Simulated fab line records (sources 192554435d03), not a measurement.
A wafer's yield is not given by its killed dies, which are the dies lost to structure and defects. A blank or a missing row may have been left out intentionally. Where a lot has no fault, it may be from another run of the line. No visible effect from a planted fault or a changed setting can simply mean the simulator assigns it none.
Chamber matching + flow n5 finfet + N5_MOL_CONTACT_COAG_CO_FILL_22 on cvd co-01: 3 sister chambers
The step material Co, precursor CCTBA/H2, target thk 20 nm. 3 wafers are shown with their chamber, then 12 later ones without.

== WAFERS WITH THEIR CHAMBER ==
| wafer  | chamber | heater power w (W) |
|--------|---------|--------------------|
| L083.5 | 2       | 222                |
| L085.4 | 1       | 249                |
| L085.5 | 0       | 227                |

== WAFERS WITHOUT THEIR CHAMBER ==
| wafer  | heater power w (W) |
|--------|--------------------|
| L089.1 | 233                |
| L089.3 | 215                |
| L089.4 | 210                |
| L090.1 | 233                |
| L090.2 | 254                |
| L090.3 | 220                |
| L094.3 | 244                |
| L094.4 | 248                |
| L094.6 | 221                |
| L096.2 | 250                |
| L096.3 | 221                |
| L096.5 | 251                |

== CHAMBER TAKEN BY EACH ==
| wafer  | from the rows above          | in truth |
|--------|------------------------------|----------|
| L089.1 | can't be placed: 0 or 2 or 1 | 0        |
| L089.3 | can't be placed: 2 or 0      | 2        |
| L089.4 | can't be placed: 2 or 0      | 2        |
| L090.1 | can't be placed: 0 or 2 or 1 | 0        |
| L090.2 | 1                            | 1        |
| L090.3 | can't be placed: 2 or 0      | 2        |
| L094.3 | 1                            | 1        |
| L094.4 | 1                            | 1        |
| L094.6 | can't be placed: 2 or 0      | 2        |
| L096.2 | 1                            | 1        |
| L096.3 | can't be placed: 2 or 0      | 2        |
| L096.5 | 1                            | 1        |
Correct placement for 5 of the 12. Not placeable from these rows: 7 (in 7, the candidates include the true chamber). Placed wrongly: 0.
How it was worked out, from the rows above alone: a wafer's distance from a chamber is the root of the sum, over the readings, of the square of ((its reading less the chamber's mean) divided by the reading's scatter). The wafer belongs to the nearest chamber; if the next one is less than 2 further off, it can't be placed. A chamber's mean is the mean of its shown wafers. The scatter: root of mean squared gap, hidden wafer to nearest shown wafer, with one shown wafer a chamber.
